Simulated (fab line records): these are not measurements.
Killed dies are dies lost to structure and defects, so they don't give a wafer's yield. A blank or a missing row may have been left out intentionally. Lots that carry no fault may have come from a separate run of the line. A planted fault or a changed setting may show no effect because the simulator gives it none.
fab line records ; flow nand_harc ; part 2 of 2: steps 5 to 6 of 6
[record] lots = 21; wafers = 63; last_day = 34
route steps=1302 shown A_CONTACT@1018
lots with no fault: from the same line, run without faults
start_h: start of the lot's first displayed wafer, in hours after the record's first day ; wait_h: hours from the lot's prior step to this one ; " the same as in the row above ; L1.1+2: a single row standing in for several wafers ; - no value present, or no start provided ; * or withheld: withheld ; < > ~ a bound
route shown NAME@n: names a module that has steps shown in the file, with the first one's number in the route ; usual: mean and standard deviation over wafers with no fault ; same: alike in all rows ; chamber/n: place in a boat ; sites: readings site by site ; _std_site: standard deviation across them ; _edge_site: inner sites' mean taken away from outer sites' mean ; radius_mm: how far each site lies from the wafer's centre ; mask NAME#n: copy n ; behind: the last tool/chamber to shape the wafer ; hold: reason for holding the lot/hours on hold/outcome of the hold ; device: names the non-switching transistor (n, p or np) ; end of line: the same wafers' tests at the end of the route ; step lacking rows: just its recipe ; killed: the dies lost at the first sort to structure and to defects; this is not the yield of the wafer ; map: the dies of a wafer, with x for killed, . for not killed, _ for no die there
set.NAME: the setting the step ran with; set.NAME@STEP: the setting that earlier step ran with ; model.NAME: the simulator's own value behind a step, which no gauge read
one table for each step of the route and one row for each wafer, over a sample of lots
services: from which hour (start_h, from the record's first day; less than 0 if before it) a tool's chamber was out of use, for how many hours, and why
[[steps]]
[step NHARC_A_CONTACT_ETCH_128]
[recipe] source_w = withheld; pressure_mtorr = 20; bias_v = 3000; time_s = 197; target_depth_a = 19180; ar_flow_sccm = withheld; c4f8_flow_sccm = withheld; o2_flow_sccm = withheld; chemistry = C4F8/O2/Ar
lot.wafer;tool;chamber;start_h;wait_h;rf_hours_counter_h
L075.2;har_cap_etch-03;1;512.92;0.1;43
L075.6;har_cap_etch-03;1;512.92;0.1;-
L075.5;har_cap_etch-03;0;512.92;0.1;-
L074.2;har_cap_etch-02;1;515.02;0.1;85
L074.3;har_cap_etch-02;0;515.02;0.1;-
L074.6;har_cap_etch-02;1;515.02;0.1;-
L077.2;har_cap_etch-01;1;535.85;0.1;4
L077.6;har_cap_etch-01;1;535.85;0.1;-
L077.5;har_cap_etch-01;0;535.85;0.1;-
L076.1;har_cap_etch-03;1;536.13;0.1;50
L076.3;har_cap_etch-03;1;536.13;0.1;-
L076.5;har_cap_etch-03;0;536.13;0.1;-
L078.2;har_cap_etch-01;0;546.49;0.1;6
L078.6;har_cap_etch-01;1;546.49;0.1;-
L078.5;har_cap_etch-01;0;546.49;0.1;-
L080.1;har_cap_etch-01;0;550.97;0.1;8
L080.2;har_cap_etch-01;1;550.97;0.1;8
L080.6;har_cap_etch-01;1;550.97;0.1;-
L081.2;har_cap_etch-02;1;597.44;0.1;99
L081.3;har_cap_etch-02;0;597.44;0.1;-
L081.5;har_cap_etch-02;1;597.44;0.1;-
L082.1;har_cap_etch-01;1;598.14;0.1;15
L082.4;har_cap_etch-01;0;598.14;0.1;-
L082.5;har_cap_etch-01;1;598.14;0.1;-
L083.1;har_cap_etch-01;0;604.59;0.1;17
L083.3;har_cap_etch-01;0;604.59;0.1;-
L083.6;har_cap_etch-01;0;604.59;0.1;-
L086.2;har_cap_etch-01;1;616.36;0.1;21
L086.1;har_cap_etch-01;0;616.36;0.1;21
L086.6;har_cap_etch-01;1;616.36;0.1;-
L085.1;har_cap_etch-02;0;624.37;0.1;104
L085.2;har_cap_etch-02;1;624.37;0.1;104
L085.3;har_cap_etch-02;0;624.37;0.1;-
L087.2;har_cap_etch-02;0;643.57;0.1;108
L087.6;har_cap_etch-02;0;643.57;0.1;-
L087.5;har_cap_etch-02;1;643.57;0.1;-
L089.1;har_cap_etch-01;1;661.03;0.1;31
L089.3;har_cap_etch-01;0;661.03;0.1;-
L089.5;har_cap_etch-01;0;661.03;0.1;-
L091.2;har_cap_etch-03;0;667.60;0.1;72
L091.6;har_cap_etch-03;0;667.60;0.1;-
L091.5;har_cap_etch-03;1;667.60;0.1;-
L092.1;har_cap_etch-02;0;668.23;0.1;114
L092.5;har_cap_etch-02;1;668.23;0.1;-
L092.6;har_cap_etch-02;0;668.23;0.1;-
L090.3;har_cap_etch-03;1;669.71;0.1;-
L090.4;har_cap_etch-03;0;669.71;0.1;-
L090.6;har_cap_etch-03;1;669.71;0.1;-
L093.1;har_cap_etch-02;0;686.53;0.1;118
L093.3;har_cap_etch-02;0;686.53;0.1;-
L093.6;har_cap_etch-02;1;686.53;0.1;-
L094.1;har_cap_etch-03;0;715.03;0.1;79
L094.3;har_cap_etch-03;1;715.03;0.1;-
L094.4;har_cap_etch-03;0;715.03;0.1;-
L096.4;har_cap_etch-02;1;722.71;0.1;-
L096.3;har_cap_etch-02;0;722.71;0.1;-
L096.5;har_cap_etch-02;1;722.71;0.1;-
L095.2;har_cap_etch-01;0;732.23;0.1;41
L095.1;har_cap_etch-01;1;732.23;0.1;41
L095.3;har_cap_etch-01;0;732.23;0.1;-
L097.1;har_cap_etch-03;1;744.65;0.1;84
L097.5;har_cap_etch-03;1;744.65;0.1;-
L097.6;har_cap_etch-03;0;744.65;0.1;-
[step NHARC_A_CONTACT_ETCH_97]
[recipe] target_depth_a = 200; over_etch_frac = 0.5; time_s = 10; ion_energy_ev = 250; c4f6_flow_sccm = 25; o2_flow_sccm = 20; ar_flow_sccm = 500; rf_w = 600; bias_w = 500; chemistry = C4F6/O2
[usual] drypump_motor_current_A = 5.85/0.24; mfc_ar_sccm = 500.1/1.5; oes_product_au = 0.954/0.023; rf_vpp_V = 547/4; showerhead_plenum_p_Torr = 3.94/0.19; throttle_valve_pct = 26.903/0.0096
lot.wafer;tool;chamber;start_h;wait_h;drypump_motor_current_A;mfc_ar_sccm;oes_product_au;rf_hours_counter_h;rf_vpp_V;showerhead_plenum_p_Torr;throttle_valve_pct
L075.2;rie_diel-05;0;-;-;5.86;500.1;0.947;30;543;3.69;26.905
L075.6;rie_diel-05;3;-;-;5.88;499.5;0.935;-;549;4.01;26.895
L075.5;rie_diel-05;0;-;-;5.82;500.0;0.940;-;541;3.69;26.889
L074.2;rie_diel-02;3;-;-;5.94;498.8;0.940;32;551;4.17;26.900
L074.3;rie_diel-02;1;-;-;5.98;499.9;0.958;37;544;3.80;26.898
L074.6;rie_diel-02;3;-;-;5.94;500.2;0.940;-;551;4.17;26.904
L077.2;rie_diel-05;0;-;-;5.89;497.6;0.949;41;542;3.68;26.904
L077.6;rie_diel-05;3;-;-;5.87;503.2;0.939;-;548;4.00;26.915
L077.5;rie_diel-05;0;-;-;5.90;498.6;0.941;-;542;3.68;26.890
L076.1;rie_diel-02;3;-;-;5.92;499.7;0.932;43;553;4.17;26.903
L076.3;rie_diel-02;1;-;-;5.92;501.7;0.942;48;545;3.80;26.901
L076.5;rie_diel-02;3;-;-;5.94;498.0;0.943;-;551;4.17;26.895
L078.2;rie_diel-04;1;-;-;5.51;499.1;0.964;2;550;4.11;26.908
L078.5;rie_diel-04;0;-;-;5.78;498.9;0.948;-;550;4.10;26.906
L078.6;rie_diel-04;1;-;-;5.52;497.6;0.960;-;551;4.11;26.909
L080.1;rie_diel-05;0;-;-;5.88;501.8;0.947;46;543;3.68;26.913
L080.2;rie_diel-05;1;-;-;6.04;498.7;0.945;44;543;3.71;26.914
L080.6;rie_diel-05;0;-;-;5.81;499.5;0.934;-;541;3.68;26.896
L081.3;rie_diel-04;2;599.25;0.1;5.62;500.7;0.948;8;552;4.14;26.899
L081.2;rie_diel-04;0;599.25;0.1;5.80;500.9;0.934;9;551;4.10;26.910
L081.5;rie_diel-04;2;599.25;0.1;5.61;501.5;0.960;-;550;4.14;26.890
L082.1;rie_diel-05;1;-;-;6.07;502.7;0.998;4;542;3.70;26.887
L082.4;rie_diel-05;3;-;-;5.87;501.6;0.993;6;548;3.99;26.895
L082.5;rie_diel-05;2;-;-;6.13;501.0;1.005;-;550;4.14;26.913
L083.3;rie_diel-04;2;606.41;0.2;5.64;501.4;0.966;11;551;4.14;26.891
L083.1;rie_diel-04;3;606.41;0.2;5.96;500.1;0.949;12;544;3.86;26.882
L083.6;rie_diel-04;0;606.41;0.2;5.85;501.5;0.955;-;550;4.10;26.905
L086.1;rie_diel-05;3;618.20;0.1;5.84;500.5;0.943;10;549;3.99;26.897
L086.2;rie_diel-05;1;618.20;0.1;6.07;499.8;0.956;9;542;3.70;26.889
L086.6;rie_diel-05;1;618.20;0.1;6.05;498.7;0.951;-;542;3.70;26.897
L085.1;rie_diel-04;3;-;-;5.95;498.3;0.941;14;545;3.85;26.892
L085.2;rie_diel-04;1;-;-;5.51;501.3;0.954;9;551;4.11;26.893
L085.3;rie_diel-04;2;-;-;5.63;501.7;0.942;14;551;4.13;26.904
L087.2;rie_diel-04;1;-;-;5.53;499.4;0.958;12;550;4.11;26.909
L087.5;rie_diel-04;2;-;-;5.61;501.5;0.947;-;552;4.13;26.905
L087.6;rie_diel-04;3;-;-;5.96;500.8;0.934;-;545;3.85;26.900
L089.3;rie_diel-04;3;-;-;5.93;501.0;0.932;19;546;3.85;26.897
L089.1;rie_diel-04;0;-;-;5.82;500.1;0.936;19;549;4.09;26.902
L089.5;rie_diel-04;3;-;-;5.95;502.0;0.926;-;547;3.85;26.898
L091.2;rie_diel-04;0;-;-;5.81;500.1;0.942;21;551;4.09;26.904
L091.5;rie_diel-04;2;-;-;5.64;499.8;0.932;-;551;4.13;26.902
L091.6;rie_diel-04;3;-;-;5.91;498.5;0.940;-;546;3.85;26.894
L092.1;rie_diel-02;1;-;-;5.91;499.6;0.955;32;544;3.77;26.890
L092.6;rie_diel-02;0;-;-;6.21;500.6;0.952;-;542;3.67;26.895
L092.5;rie_diel-02;1;-;-;5.93;498.3;0.973;-;543;3.77;26.908
L090.3;rie_diel-04;1;-;-;5.51;499.0;0.961;16;551;4.11;26.898
L090.4;rie_diel-04;2;-;-;5.66;497.7;0.949;21;552;4.13;26.920
L090.6;rie_diel-04;1;-;-;5.53;498.9;0.944;-;551;4.11;26.897
L093.3;rie_diel-05;0;-;-;5.87;497.6;0.939;34;541;3.66;26.923
L093.1;rie_diel-05;1;-;-;6.02;501.2;0.951;31;541;3.68;26.887
L093.6;rie_diel-05;0;-;-;5.83;498.9;0.942;-;541;3.66;26.919
L094.4;rie_diel-05;1;-;-;6.03;498.9;0.951;40;543;3.68;26.908
L094.1;rie_diel-05;2;-;-;6.11;500.3;0.956;38;551;4.11;26.913
L094.3;rie_diel-05;3;-;-;5.86;500.3;0.954;43;548;3.97;26.896
L096.3;rie_diel-04;0;-;-;5.81;501.6;0.994;2;550;4.09;26.905
L096.4;rie_diel-04;1;-;-;5.52;498.6;1.003;1;548;4.10;26.889
L096.5;rie_diel-04;0;-;-;5.82;499.7;0.989;-;551;4.09;26.904
L095.2;rie_diel-04;0;-;-;5.80;500.8;0.943;4;551;4.08;26.892
L095.3;rie_diel-04;2;-;-;5.64;501.5;0.956;3;551;4.12;26.899
L095.1;rie_diel-04;3;-;-;5.94;498.6;0.966;4;544;3.84;26.911
L097.1;rie_diel-05;3;-;-;5.88;499.6;0.939;55;547;3.96;26.921
L097.5;rie_diel-05;3;-;-;5.86;500.2;0.927;-;548;3.96;26.904
L097.6;rie_diel-05;0;-;-;5.82;499.5;0.926;-;542;3.65;26.912
[[services]]
tool;chamber;start_h;hours;kind
rie_diel-04;0;486.99;-;clean
rie_diel-04;1;486.99;-;clean
rie_diel-04;2;486.99;-;clean
rie_diel-04;3;486.99;-;clean
pecvd-01;-;492.00;13.0;pm
har_cap_etch-01;-;497.46;17.0;pm
pecvd-02;1;506.19;2.2;repair
rie_diel-04;0;511.49;-;clean
rie_diel-04;1;511.49;-;clean
pecvd-01;-;527.35;1.5;repair
rie_diel-04;-;532.41;9.0;pm
pecvd-03;-;547.00;13.0;pm
pecvd-02;2;565.82;2.4;repair
pecvd-01;-;572.57;1.1;repair
rie_diel-02;-;577.30;9.0;pm
rie_diel-05;-;583.76;9.0;pm
pecvd-02;-;589.00;13.0;pm
rie_diel-05;0;618.01;5.8;repair
pecvd-01;2;671.11;5.5;repair
pecvd-01;-;673.00;13.0;pm
pecvd-02;-;702.27;1.0;repair
rie_diel-04;-;709.41;9.0;pm
pecvd-03;-;728.00;13.0;pm
rie_diel-05;3;729.23;4.2;repair
